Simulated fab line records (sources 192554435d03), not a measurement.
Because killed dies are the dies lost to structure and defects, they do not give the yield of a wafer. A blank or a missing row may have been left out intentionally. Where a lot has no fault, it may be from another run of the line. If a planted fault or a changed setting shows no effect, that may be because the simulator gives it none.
Matching of chambers ; flow n5_finfet ; rie_diel-02 running N5_BEOL_M4_ETCH_64: 4 sister chambers
The step etches SOC in N2/H2, target depth 75 nm, overetch 22.5 nm, time 121.9 s. 22 wafers are shown with their chamber, then 11 later ones without.

== EACH WAFER AND ITS CHAMBER ==
wafer;chamber;throttle_valve_pct (%);drypump_motor_current_A (A);showerhead_plenum_p_Torr (Torr)
L074.1;1;17.65;6.1;2.55
L074.2;3;17.69;6.1;2.56
L074.5;2;18.24;6.0;2.54
L076.3;1;17.68;6.1;2.55
L076.4;2;18.23;5.9;2.54
L076.6;0;17.74;5.6;2.45
L077.4;2;18.26;5.9;2.54
L077.5;1;17.68;6.1;2.55
L077.6;0;17.75;5.6;2.45
L079.2;1;17.68;6.1;2.55
L079.4;2;18.24;5.9;2.54
L079.6;0;17.77;5.6;2.45
L081.3;3;17.73;6.1;2.56
L081.5;1;17.69;6.1;2.55
L081.6;2;18.26;5.9;2.53
L087.2;1;17.70;6.1;2.54
L087.3;2;18.27;5.9;2.53
L087.6;3;17.73;6.0;2.55
L088.2;0;17.78;5.6;2.44
L088.4;2;18.29;5.9;2.53
L088.6;2;18.28;5.9;2.53
L090.1;1;17.73;6.1;2.54

SIGNATURES, as means of the wafers listed above
reading;chamber 0;chamber 1;chamber 2;chamber 3;scatter within a chamber
throttle_valve_pct;17.7600;17.6871;18.2587;17.7167;0.022
drypump_motor_current_A;5.600;6.100;5.913;6.067;0.0293
showerhead_plenum_p_Torr;2.4475;2.5471;2.5350;2.5567;0.00519
Rule: a wafer's distance from a chamber is the root of the sum, over the readings, of the square of ((its reading less the chamber's mean) divided by the reading's scatter). If the next closest chamber is less than 2 further off than the closest, the wafer can't be placed; otherwise it belongs to the closest. The scatter: the root of (the sum of the squares of (reading less its chamber's mean) over the shown wafers, divided by (wafers less chambers)).

== WAFERS WITH NO CHAMBER GIVEN ==
wafer;throttle_valve_pct (%);drypump_motor_current_A (A);showerhead_plenum_p_Torr (Torr)
L090.2;17.75;6.1;2.55
L090.6;17.72;6.1;2.54
L091.1;18.29;6.0;2.52
L091.4;17.80;5.6;2.44
L091.6;17.80;5.6;2.44
L093.1;17.74;6.1;2.54
L093.3;17.74;6.1;2.55
L093.4;18.30;6.0;2.52
L097.1;17.83;5.7;2.43
L097.2;17.78;6.1;2.54
L097.4;18.32;5.9;2.52

== EACH ONE'S CHAMBER ==
wafer;from the rows above;in truth
L090.2;can't be placed: 3 or 1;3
L090.6;can't be placed: 1 or 3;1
L091.1;2;2
L091.4;0;0
L091.6;0;0
L093.1;can't be placed: 1 or 3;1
L093.3;can't be placed: 3 or 1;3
L093.4;2;2
L097.1;0;0
L097.2;can't be placed: 1 or 3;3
L097.4;2;2
Placed correctly: 6 of 11. Unplaceable from these rows: 5, with the true chamber sitting among the candidates in 5. 0 placed wrongly.
